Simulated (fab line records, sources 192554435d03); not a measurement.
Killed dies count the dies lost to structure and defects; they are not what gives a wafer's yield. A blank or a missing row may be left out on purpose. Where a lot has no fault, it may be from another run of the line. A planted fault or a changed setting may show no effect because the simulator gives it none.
What tool caused it? -- flow n5-finfet -- Sampling: 24 lots, 72 wafers, 4 of 1938 route steps

== WHAT THE GAUGES SHOWED, per wafer ==
N5_BEOL_M11_CD_MEAS_11: the cd target is 64.1 nm. Usual: 64.1 nm for cd-nm, sd 0.43.
lot,measured,on,cd-nm (nm),flag
L074,day 11 11:09,cd-sem-02,64.2 63.8 63.8,
L079,day 11 17:02,cd-sem-03,64.5 64.6 64.6,
L077,day 11 19:12,cd-sem-02,64.0 64.1 64.6,
L076,day 11 19:38,cd-sem-02,63.4 64.0 63.6,
L075,day 11 21:47,cd-sem-01,63.3 63.7 63.8,
L078,day 12 09:51,cd-sem-02,64.2 64.1 64.7,
L080,day 12 19:35,cd-sem-02,64.1 64.3 64.0,
L081,day 12 22:45,cd-sem-02,64.1 64.1 64.5,
L082,day 13 20:50,cd-sem-01,63.8 64.1 63.9,
L085,day 14 01:34,cd-sem-03,64.1 64.2 64.6,
L084,day 15 09:08,cd-sem-03,64.1 63.5 64.6,
L086,day 15 11:51,cd-sem-03,64.1 64.1 64.1,
L089,day 15 18:55,cd-sem-01,64.2 63.3 64.5,
L083,day 15 21:58,cd-sem-01,64.5 64.7 65.2,
L088,day 16 03:44,cd-sem-03,64.5 64.7 64.3,
L087,day 16 06:27,cd-sem-01,64.5 64.7 64.3,
L090,day 16 10:22,cd-sem-02,64.3 64.3 64.3,
L093,day 17 06:29,cd-sem-02,64.6 64.0 64.4,
L092,day 17 08:05,cd-sem-01,63.7 63.5 63.6,
L091,day 17 12:10,cd-sem-03,64.3 64.2 64.4,
L094,day 17 12:49,cd-sem-03,64.8 64.6 65.0,
L097,day 17 23:22,cd-sem-01,63.3 63.4 63.7,
L095,day 18 00:05,cd-sem-03,63.8 64.4 64.3,
L096,day 18 16:18,cd-sem-03,64.0 63.6 63.5,

N5_BEOL_M11_CD_MEAS_18: pitch 140 nm, target cd 70 nm. Usual: 70.1 nm for cd-nm, sd 0.46.
lot,measured,on,cd-nm (nm),flag
L074,day 11 11:43,cd-sem-01,70.0 70.1 69.8,
L079,day 11 17:35,cd-sem-03,70.7 70.5 70.6,
L077,day 11 20:29,cd-sem-02,70.0 70.0 70.5,
L076,day 11 20:37,cd-sem-03,69.5 70.0 69.2,
L075,day 11 22:25,cd-sem-01,69.5 69.7 69.6,
L078,day 12 10:31,cd-sem-02,70.3 70.4 70.5,
L080,day 12 20:08,cd-sem-03,70.1 70.0 70.2,
L081,day 12 23:23,cd-sem-03,69.9 70.5 70.3,
L082,day 13 21:24,cd-sem-03,69.3 70.0 70.2,
L085,day 14 02:09,cd-sem-03,70.4 70.2 70.6,
L084,day 15 09:41,cd-sem-03,70.3 69.7 70.5,
L086,day 15 12:26,cd-sem-03,69.8 69.5 70.4,
L089,day 15 19:27,cd-sem-03,70.5 69.8 69.8,
L083,day 15 22:45,cd-sem-02,70.0 70.8 71.1,
L088,day 16 04:17,cd-sem-03,70.9 70.4 70.2,
L087,day 16 06:59,cd-sem-02,70.4 70.5 71.1,
L090,day 16 11:16,cd-sem-02,69.9 70.4 70.3,
L093,day 17 07:03,cd-sem-03,70.5 70.1 69.9,
L092,day 17 09:19,cd-sem-02,69.4 69.5 70.1,
L091,day 17 13:59,cd-sem-03,70.3 70.1 70.1,
L094,day 17 14:35,cd-sem-02,70.2 69.8 70.2,
L097,day 18 00:03,cd-sem-01,69.5 69.7 69.9,
L095,day 18 00:46,cd-sem-01,69.9 70.1 69.6,
L096,day 18 17:03,cd-sem-03,70.1 69.8 69.5,

== TOOL THAT RAN EACH LOT (tool first, then ch and the chambers of the sampled wafers, then the start) ==
lot,N5_BEOL_M10_DESCUM_16,N5_BEOL_M10_ETCH_41
L074,"rie-diel-05 ch 1,2,3, day 11 04:04","rie-diel-04 ch 1,2,3, day 11 11:09 or earlier"
L079,"rie-diel-01 ch 0,2,3, day 11 08:51","rie-diel-04 ch 1,2, day 11 17:02 or earlier"
L077,"rie-diel-05 ch 0,1, day 11 10:50","rie-diel-05 ch 0,2,3, day 11 19:12 or earlier"
L076,"rie-diel-05 ch 0,2,3, day 11 11:20","rie-diel-04 ch 1,2,3, day 11 19:38 or earlier"
L075,"rie-diel-01 ch 0,2, day 11 15:13","rie-diel-01 ch 0,3, day 11 21:47 or earlier"
L078,"rie-diel-04 ch 0,2,3, day 11 23:24","rie-diel-01 ch 1,3, day 12 09:51 or earlier"
L080,"rie-diel-01 ch 0,1,2, day 12 12:32","rie-diel-01 ch 1,3, day 12 19:35 or earlier"
L081,"rie-diel-01 ch 1,2, day 12 14:43","rie-diel-04 ch 1,2,3, day 12 22:45 or earlier"
L082,"rie-diel-04 ch 0,1,3, day 13 12:11","rie-diel-05 ch 1,2,3, day 13 20:50 or earlier"
L085,"rie-diel-04 ch 0,1,3, day 13 15:20","rie-diel-05 ch 0,2,3, day 14 01:34 or earlier"
L084,"rie-diel-01 ch 0,2,3, day 15 00:19","rie-diel-04 ch 0,2, day 15 09:08 or earlier"
L086,"rie-diel-01 ch 1,2,3, day 15 05:39","rie-diel-04 ch 1,2,3, day 15 11:51 or earlier"
L089,"rie-diel-04 ch 0,2,3, day 15 12:04","rie-diel-04 ch 1,3, day 15 18:55 or earlier"
L083,"rie-diel-01 ch 0,1,2, day 15 15:13","rie-diel-01 ch 0,3, day 15 21:58 or earlier"
L088,"rie-diel-04 ch 1,2,3, day 15 19:13","rie-diel-04 ch 1,2,3, day 16 03:44 or earlier"
L087,"rie-diel-05 ch 0,1,3, day 15 20:56","rie-diel-01 ch 0,2, day 16 06:27 or earlier"
L090,"rie-diel-01 ch 0,2,3, day 16 02:25","rie-diel-04 ch 0,1,2, day 16 10:22 or earlier"
L093,"rie-diel-05 ch 0,3, day 16 19:03","rie-diel-05 ch 0,2,3, day 17 06:29 or earlier"
L092,"rie-diel-01 ch 2,3, day 17 00:45","rie-diel-05 ch 0,3, day 17 08:05 or earlier"
L091,"rie-diel-01 ch 0,2,3, day 17 04:21","rie-diel-01 ch 1,2, day 17 12:10 or earlier"
L094,"rie-diel-04 ch 0,1,2, day 17 06:41","rie-diel-05 ch 0,1,3, day 17 12:49 or earlier"
L097,"rie-diel-05 ch 0,2, day 17 15:41","rie-diel-01 ch 1,3, day 17 23:22 or earlier"
L095,"rie-diel-04 ch 0,3, day 17 16:06","rie-diel-01 ch 1,2,3, day 18 00:05 or earlier"
L096,"rie-diel-04 ch 1,3, day 18 05:10","rie-diel-04 ch 0,1,3, day 18 16:18 or earlier"
- N5_BEOL_M10_DESCUM_16: chemistry O2, time 7.9 s.
- N5_BEOL_M10_ETCH_41: etches SiCN in CH3F/O2, target depth 42.6 nm, time 86 s.

== AS READ BY THE TOOLS THEMSELVES (means over the sampled wafers that have a number; for cases with no such wafer, the mark the record gives instead) ==
N5_BEOL_M10_DESCUM_16. Usual: drypump-motor-current-A 5.8 A, standard deviation 0.51; oes-product-au 0.79 a.u., standard deviation 0.074; rf-vpp-V 243.0 V, standard deviation 1.2; showerhead-plenum-p-Torr 2.09 Torr, standard deviation 0.051; throttle-valve-pct 20.48 %, standard deviation 0.24.
lot,tool,drypump-motor-current-A (A),oes-product-au (a.u.),rf-vpp-V (V),showerhead-plenum-p-Torr (Torr),throttle-valve-pct (%),flag
L074,rie-diel-05,6.2,0.76,242.9,2.09,20.58,
L079,rie-diel-01,5.6,0.85,242.9,2.09,20.40,
L077,rie-diel-05,6.0,0.79,244.1,2.16,20.48,
L076,rie-diel-05,5.9,0.77,243.8,2.13,20.66,
L075,rie-diel-01,6.0,0.87,241.9,2.07,20.27,
L078,rie-diel-04,5.7,0.81,243.5,2.11,20.41,
L080,rie-diel-01,5.7,0.83,244.3,2.09,20.40,
L081,rie-diel-01,5.2,0.86,243.2,2.12,20.30,
L082,rie-diel-04,6.0,0.87,242.8,2.10,20.25,
L085,rie-diel-04,6.0,0.87,243.8,2.10,20.25,
L084,rie-diel-01,5.6,0.80,242.5,2.08,20.45,
L086,rie-diel-01,5.3,0.76,243.0,2.10,20.56,
L089,rie-diel-04,5.7,0.78,243.5,2.10,20.45,
L083,rie-diel-01,5.7,0.79,243.4,2.08,20.43,
L088,rie-diel-04,5.7,0.79,242.3,2.07,20.44,
L087,rie-diel-05,6.1,0.75,243.4,2.09,20.55,
L090,rie-diel-01,5.6,0.78,242.6,2.07,20.44,
L093,rie-diel-05,5.8,0.75,243.5,2.12,20.65,
L092,rie-diel-01,5.1,0.75,243.9,2.09,20.60,
L091,rie-diel-01,5.6,0.77,243.2,2.07,20.46,
L094,rie-diel-04,6.0,0.78,242.3,2.07,20.43,
L097,rie-diel-05,5.8,0.82,244.5,2.17,20.60,
L095,rie-diel-04,5.7,0.82,243.6,2.11,20.32,
L096,rie-diel-04,5.7,0.82,242.2,2.07,20.32,

N5_BEOL_M10_ETCH_41. Usual: drypump-motor-current-A 5.8 A, standard deviation 0.48; oes-product-au 0.79 a.u., standard deviation 0.084; rf-vpp-V 297.4 V, standard deviation 1.2; showerhead-plenum-p-Torr 2.00 Torr, standard deviation 0.046; throttle-valve-pct 16.38 %, standard deviation 0.25.
lot,tool,drypump-motor-current-A (A),oes-product-au (a.u.),rf-vpp-V (V),showerhead-plenum-p-Torr (Torr),throttle-valve-pct (%),flag
L074,rie-diel-04,5.8,0.83,297.1,2.00,16.32,
L079,rie-diel-04,5.7,0.77,297.0,1.98,16.49,
L077,rie-diel-05,5.9,0.76,298.0,2.03,16.56,
L076,rie-diel-04,5.7,0.83,296.6,2.00,16.32,
L075,rie-diel-01,6.1,0.80,296.6,1.97,16.40,
L078,rie-diel-01,5.3,0.74,297.0,1.99,16.63,
L080,rie-diel-01,5.4,0.73,297.5,1.99,16.64,
L081,rie-diel-04,5.8,0.81,297.4,2.00,16.34,
L082,rie-diel-05,6.2,0.74,297.6,1.99,16.51,
L085,rie-diel-05,5.9,0.74,297.2,2.02,16.58,
L084,rie-diel-04,6.0,0.78,298.3,2.01,16.33,
L086,rie-diel-04,5.8,0.79,296.8,1.99,16.38,
L089,rie-diel-04,6.0,0.85,296.6,1.98,16.17,
L083,rie-diel-01,6.1,0.76,296.5,1.95,16.48,
L088,rie-diel-04,5.7,0.78,298.1,1.99,16.39,
L087,rie-diel-01,5.5,0.85,298.0,2.01,16.12,
L090,rie-diel-04,6.0,0.79,297.1,1.99,16.34,
L093,rie-diel-05,5.9,0.83,298.2,2.02,16.48,
L092,rie-diel-05,5.8,0.75,298.5,2.03,16.56,
L091,rie-diel-01,5.4,0.76,297.5,1.99,16.44,
L094,rie-diel-05,6.1,0.74,296.6,1.99,16.48,
L097,rie-diel-01,5.5,0.69,296.8,1.97,16.68,
L095,rie-diel-01,5.3,0.75,296.2,1.99,16.46,
L096,rie-diel-04,6.0,0.81,297.7,2.00,16.23,

== THE ANSWER, worked out from the rows above alone ==
Rule: a lot is off if the mean of its wafers that have a number lies more than 3 standard deviations from the usual mean. Also off: a lot with no number at a reading for which 4 or more lots have one. All remaining lots with rows at the step are treated as sound. After the gauges, taken in route order, come the tools' own readings; for these a lot's mean is taken, as printed above. The first step at which some lot is off is used, and at that step the reading that is off furthest; a lot without a number counts as furthest.
None of the lots is off at any reading shown; this tells nothing.

== WHAT WAS PUT IN BY THE SIMULATOR ==
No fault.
